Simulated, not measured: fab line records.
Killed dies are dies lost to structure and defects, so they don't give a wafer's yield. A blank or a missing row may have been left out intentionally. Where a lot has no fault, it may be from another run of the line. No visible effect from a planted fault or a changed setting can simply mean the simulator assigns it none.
Struck lot and sound lot, side by side / flow n5Finfet / 17 steps out of a route of 1938
Sound: wafers L644.1, L644.2, L644.6. Struck: wafers L653.1, L653.6. (L653.3 of the same lot was not struck and is left out.) The cause comes at the end.
At each step with rows: each side's tool, then ch and its chambers, then its first start. Under that, the readings that differ: sound wafers / struck wafers / difference of the means / sigmas: that difference in standard deviations of wafers without a fault.
alike: a reading whose means differ by less than 2 such deviations, as well as words and numbers matching on both sides. not compared: withheld readings; readings where some wafer has no value; bounds like >300 that might hide an equal value; numbers whose values overlap and for which the record gives no deviation.
A row with sigmas, a row that says differs or no value, or rows on one side alone: a step with any of these is where the two part. Numbers that don't overlap but have no deviation are shown without sigmas and don't part them. A reading missing from all wafers of one side parts the sides only when that side holds two or more wafers.

N5_BEOL_M3_ANNEAL_82: time 240 s.
  sound on pvdSputter-01, day 10 07:11; struck on pvdSputter-03, day 11 20:07
  alike: heaterPowerW
then, 2 steps without rows for these wafers: N5_BEOL_M3_SPUTTER_86 (material Cu, target thk 4.5 nm, time 8.29 s); N5_BEOL_M3_ANNEAL_87 (time 240 s).
N5_BEOL_M3_SPUTTER_88: material Cu, target thk 4.5 nm, time 8.29 s.
  sound on pvdSputter-01, day 10 07:33; struck on pvdSputter-03, day 11 20:28
  alike: throttleValvePct
then, 4 steps without rows for these wafers: N5_BEOL_M3_ANNEAL_89 (time 240 s); N5_BEOL_M3_SPUTTER_90 (material Cu, target thk 4.5 nm, time 8.29 s); N5_BEOL_M3_ANNEAL_91 (time 240 s); N5_BEOL_M3_SPUTTER_92 (material Cu, target thk 4.5 nm, time 8.29 s).
N5_BEOL_M3_ANNEAL_93: time 240 s.
  sound on pvdSputter-01, day 10 08:04; struck on pvdSputter-03, day 11 20:59
  alike: heaterPowerW
N5_BEOL_M3_SPUTTER_94: material Cu, target thk 4.5 nm, time 8.29 s.
  sound on pvdSputter-01, day 10 08:13; struck on pvdSputter-03, day 11 21:08
  alike: throttleValvePct
then, 2 steps without rows for these wafers: N5_BEOL_M3_ANNEAL_95 (time 240 s); N5_BEOL_M3_SPUTTER_96 (material Cu, target thk 4.5 nm, time 8.29 s).
N5_BEOL_M3_ECD_50: material Cu, target thk 300 nm.
  sound on ecdCu-01 ch 0,1, day 10 08:32; struck on ecdCu-02 ch 1, day 11 21:28
reading=model.Cu_of_BEOL_M3_ECD_50.thkNm (nm); sound=301.8 299.4 303.4; struck=210.8 214.4; difference=-88.9; sigmas=
N5_BEOL_M3_ANNEAL_51: time 90 s.
  sound on rtpAnneal-02 ch 0, day 10 08:37; struck on rtpAnneal-02 ch 0, day 11 21:36
  alike: wafer_temp_C_max
N5_BEOL_M3_CMP_52: polishes, stops on SiOC, t overpolish 6.8 s, target thk 40 nm.
  sound on cmp-02 ch 0,2,3, day 10 09:00; struck on cmp-02 ch 0,1, day 11 21:54
reading=timeToEndpointS (s); sound=63 64 64; struck=46 48; difference=-17; sigmas=-5
  alike: motorCurrentA
  not compared: padLifeWafers
N5_BEOL_M3_THK_MEAS_53: measures by xrf.
  sound on filmMetro-01, day 10 09:13; struck on filmMetro-01, day 11 22:11
  alike: M3_THK
N5_BEOL_M4_RC_MEAS_101:
  sound on prober-02 ch 0, day 10 21:08; struck on prober-01 ch 0, day 13 03:38
  alike: DIBL_N, DIBL_P, IOFF_N, IOFF_P, ION_N, ION_P, SS_N, SS_P, VT_N, VT_P

## WHERE THEY PART
N5_BEOL_M3_CMP_52 only, going by this record. Later steps at which nothing parts them and some readings are alike: N5_BEOL_M3_THK_MEAS_53, N5_BEOL_M4_RC_MEAS_101.

WHY: whatever the simulator had introduced
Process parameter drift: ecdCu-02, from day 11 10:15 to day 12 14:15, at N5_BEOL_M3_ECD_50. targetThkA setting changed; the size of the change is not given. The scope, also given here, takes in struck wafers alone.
